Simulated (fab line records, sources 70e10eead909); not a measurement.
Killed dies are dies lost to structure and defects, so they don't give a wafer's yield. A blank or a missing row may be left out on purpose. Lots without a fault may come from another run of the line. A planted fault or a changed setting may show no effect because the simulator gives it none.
Which tool did it? | flow nand_harc | 8 lots, 24 wafers sampled, at 4 steps of a route of 1159

WHAT THE GAUGES READ, wafer by wafer
NHARC_A_SLIT_CD_MEAS_21.
lot  | measured     | on        | cd_nm (nm)
L076 | day 15 02:47 | cd_sem-02 | 290.2 290.3 290.1
L078 | day 15 05:04 | cd_sem-03 | 290.0 289.3 290.1
L077 | day 15 10:41 | cd_sem-01 | 289.9 289.1 291.6
L081 | day 16 05:34 | cd_sem-01 | 289.6 290.3 289.7
L084 | day 16 21:26 | cd_sem-01 | 289.7 290.7 291.4
L088 | day 17 23:39 | cd_sem-02 | 290.2 291.2 290.8
L091 | day 18 13:39 | cd_sem-02 | 290.3 289.3 289.5
L096 | day 19 20:07 | cd_sem-02 | 288.6 288.5 290.2

WHICH TOOL RAN EACH LOT (tool, then ch and the chambers of the sampled wafers, then the start)
lot  | NHARC_A_SLIT_DESCUM_14             | NHARC_A_SLIT_ETCH_26             | NHARC_A_SLIT_STRIP_18
L076 | rie_diel-07 ch 0,1,2, day 14 19:00 | har_etch-02 ch 0, day 15 01:35   | rie_diel-05 ch 0,2, day 15 02:47 or earlier
L078 | rie_diel-03 ch 0,1,2, day 14 23:50 | har_etch-01 ch 0,1, day 15 03:58 | rie_diel-07 ch 0,3, day 15 04:37
L077 | rie_diel-03 ch 1,2, day 15 07:16   | har_etch-01 ch 0,1, day 15 09:37 | rie_diel-03 ch 0,1,3, day 15 10:41 or earlier
L081 | rie_diel-07 ch 1,2,3, day 16 00:29 | har_etch-01 ch 0,1, day 16 04:26 | rie_diel-03 ch 1,2, day 16 05:34 or earlier
L084 | rie_diel-03 ch 0,1, day 16 15:29   | har_etch-02 ch 0, day 16 20:19   | rie_diel-03 ch 0,2,3, day 16 21:26 or earlier
L088 | rie_diel-05 ch 0,1,3, day 17 19:07 | har_etch-01 ch 0,1, day 17 22:28 | rie_diel-05 ch 0,1,3, day 17 23:39 or earlier
L091 | rie_diel-07 ch 1,2,3, day 18 10:16 | har_etch-01 ch 0,1, day 18 12:30 | rie_diel-05 ch 0,1,3, day 18 13:39 or earlier
L096 | rie_diel-03 ch 2,3, day 19 16:35   | har_etch-02 ch 0,1, day 19 19:04 | rie_diel-05 ch 2,3, day 19 20:07 or earlier
- NHARC_A_SLIT_DESCUM_14: chemistry O2, time 3 s.
- NHARC_A_SLIT_ETCH_26: etches the open film in C4F8/O2/Ar, time 90 s, target depth 400 nm.
- NHARC_A_SLIT_STRIP_18: strips in O2.

THE ANSWER, worked out from the rows above alone
Rule: what is usual is taken from the lots themselves. Put in order of their means at a reading, lots are off if they are a third of the lots or fewer, leave a main group of 4 or more, and stand apart from it by a gap of 3 or more times the standard deviation of the main group's means; of several such gaps the widest counts. A main group whose means are all the same, to the digits that the tables above print for the reading, isn't used. A lot without any number at a reading at which 4 lots or more have one is off too. The other lots that the step has rows for count as sound.
No lot is off at any reading shown: from this, nothing can be told.

WHAT THE SIMULATOR HAD PUT IN
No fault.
